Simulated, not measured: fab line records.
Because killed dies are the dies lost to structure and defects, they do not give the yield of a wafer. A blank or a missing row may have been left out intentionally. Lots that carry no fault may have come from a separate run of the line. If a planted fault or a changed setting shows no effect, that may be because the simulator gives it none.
A lot that was struck, set against a sound lot | flow nandHarc | 38 steps out of a route of 1159
Sound: wafers L503.4, L503.5, L503.6. Wafers struck: L518.1, L518.3, L518.6. The cause comes at the end.
At each step with rows: each side's tool, then ch and its chambers, then its first start. Under that, the readings that differ: sound wafers | struck wafers | difference of the means | sigmas: that difference in standard deviations of wafers without a fault.
alike: readings whose means differ by less than 2 such deviations, and words and numbers that are the same on both sides. not compared: withheld readings, readings that some wafer has no value for, bounds like >300 that may hide the same value, and numbers for which the record gives no deviation and whose values overlap.
The two part at a step that has a row with sigmas, a row that says differs or no value, or rows on one side only. Numbers that don't overlap but have no deviation are shown without sigmas and don't part them. A reading that every wafer of one side lacks parts them only if that side has two wafers or more.

first, 6 steps without rows for these wafers: NHARC_A_WL_FILL_CVD_23 (deposits poly-Si, target thk 40 nm, time 800 s); NHARC_A_WL_FILL_ETCHBACK_26 (etches the open film in HBr, target depth 52 nm, time 13.3 s); NHARC_A_WL_FILL_PRECLEAN_30 (cleans in dHF, time 10 s); NHARC_A_WL_FILL_SRD_14; NHARC_A_WL_FILL_ALD_19 (deposits TiN, target thk 2 nm, pulse time 3 s, ald cycles 100); NHARC_A_WL_FILL_CVD_20 (deposits W, target thk 75 nm, time 5064 s).
NHARC_A_WL_FILL_CMP_12: polishes, t overpolish 30 s, target thk 75 nm.
  sound on cmp-01 ch 0,1, day 16 05:41; struck on cmp-01 ch 0,2, day 19 20:29
  alike: motorCurrentA, overpolishRunS, timeToEndpointS
then, 1 step without rows for these wafers: NHARC_A_WL_FILL_SRD_31.
NHARC_A_WL_FILL_INSPECT_15:
  struck on defectInspect-01, day 19 20:55; sound on defectInspect-02, day 16 06:10
  alike: rawDefectCount
NHARC_A_CONTACT_DEP_24: deposits SiO2, target thk 500 nm.
  sound on pecvd-03 ch 0,1,2, day 16 06:25; struck on pecvd-02 ch 1,2, day 19 21:03
  alike: heaterPowerW, showerheadVppV, throttleValvePct
  not compared: sinceWetCleanH
then, 12 steps without rows for these wafers: NHARC_A_CONTACT_DEP_28 (deposits aC, target thk 3600 nm); NHARC_A_CONTACT_DEP_29 (deposits SiON, target thk 70 nm); NHARC_A_CONTACT_DEHYDRATE_32 (time 120 s); NHARC_A_CONTACT_HMDS_33 (time 30 s); NHARC_A_CONTACT_COAT_34 (time 75 s); NHARC_A_CONTACT_COAT_35 (time 65 s); NHARC_A_CONTACT_COAT_36 (resist thk 90 nm); NHARC_A_CONTACT_SOFTBAKE_37 (time 55 s); NHARC_A_CONTACT_EBR_38; NHARC_A_CONTACT_EXPOSE_39 (exposes mask A CC 3); NHARC_A_CONTACT_PEB_40 (peb time 65 s); NHARC_A_CONTACT_DEVELOP_41 (develop time 35 s).
NHARC_A_CONTACT_CD_MEAS_42: the cd target is 200 nm.
  sound on cdSem-02 ch 0, day 16 09:52; struck on cdSem-01 ch 0, day 20 00:33
  alike: cdNm
NHARC_A_CONTACT_OVL_MEAS_43:
  struck on overlay-02, day 20 00:38; sound on overlay-01, day 16 09:57
reading         | sound          | struck         | difference | sigmas
overlayXNm (nm) | 1.6 1.6 2.0    | -1.2 -1.4 -1.4 | -3.1       | -3
overlayYNm (nm) | -0.6 -0.5 -1.2 | 1.4 1.0 1.7    | +2.1       | +3
then, 3 steps without rows for these wafers: NHARC_A_CONTACT_DESCUM_47 (chemistry O2, time 3 s); NHARC_A_CONTACT_ETCH_48 (etches the open film in CF4, target depth 39 nm, time 65 s); NHARC_A_CONTACT_ETCH_49 (etches the open film in N2/H2, target depth 260 nm, time 475.3 s).
NHARC_A_CONTACT_ETCH_50: etches the open film in CF4/CHF3, target depth 84.7 nm, time 42.4 s.
  sound: rieDiel-13 ch 0,1; struck: rieDiel-08 ch 1,2,3
  alike: cf4FlowSccm, drypumpMotorCurrentA, oesProductAu, rfVppV, showerheadPlenumPTorr, throttleValvePct
  not compared: rfHoursCounterH
then, 1 step without rows for these wafers: NHARC_A_CONTACT_ETCH_51 (etches the open film in O2/COS, target depth 3600 nm, time 936 s).
NHARC_A_CONTACT_ETCH_111: etches the open film in C4F8/O2/Ar, time 140 s, target depth 700 nm.
  sound on harCapEtch-02 ch 0,1, day 16 11:47; struck on harCapEtch-02 ch 0,1, day 20 02:44
  not compared: rfHoursCounterH
then, 2 steps without rows for these wafers: NHARC_A_CONTACT_ETCH_112 (etches the open film in C4F8/O2/Ar, time 94 s, target depth 922 nm); NHARC_A_CONTACT_ETCH_113 (etches the open film in C4F8/O2/Ar, time 94 s, target depth 922 nm).
NHARC_A_CONTACT_ETCH_114: etches the open film in C4F8/O2/Ar, time 94 s, target depth 922 nm.
  sound on harCapEtch-02 ch 0,1, day 16 12:07; struck on harCapEtch-02 ch 0,1, day 20 03:07
  not compared: rfHoursCounterH
then, 3 steps without rows for these wafers: NHARC_A_CONTACT_ETCH_115 (etches the open film in C4F8/O2/Ar, time 94 s, target depth 922 nm); NHARC_A_CONTACT_ETCH_116 (etches the open film in C4F8/O2/Ar, time 94 s, target depth 922 nm); NHARC_A_CONTACT_ETCH_117 (etches the open film in C4F8/O2/Ar, time 94 s, target depth 922 nm).
NHARC_A_CONTACT_ETCH_118: etches the open film in C4F8/O2/Ar, time 94 s, target depth 922 nm.
  sound on harCapEtch-02 ch 0,1, day 16 12:29; struck on harCapEtch-02 ch 0,1, day 20 03:28
  not compared: rfHoursCounterH
-- the record jumps here: 3 days lie between the struck wafers' starts before and after (it left off in module A_CONTACT and takes up again in module END, whose first step shown is number 1159 of the route) --
NHARC_END_SORT_01:
  sound on prober-01 ch 0, day 19 18:16; struck on prober-01 ch 0, day 23 01:04
reading       | sound    | struck    | difference | sigmas
killedAtArray | 22 15 20 | 61 119 70 | +64        | +6
killedDies    | 28 21 24 | 66 123 78 | +65        | +6
  alike: killedAtOther, killedAtPeriphery, killedOpen, killedShort

== WHERE THEY PART ==
Last at NHARC_END_SORT_01 as far as this record goes, first at NHARC_A_CONTACT_OVL_MEAS_43.

WHY: what had been put in by the simulator
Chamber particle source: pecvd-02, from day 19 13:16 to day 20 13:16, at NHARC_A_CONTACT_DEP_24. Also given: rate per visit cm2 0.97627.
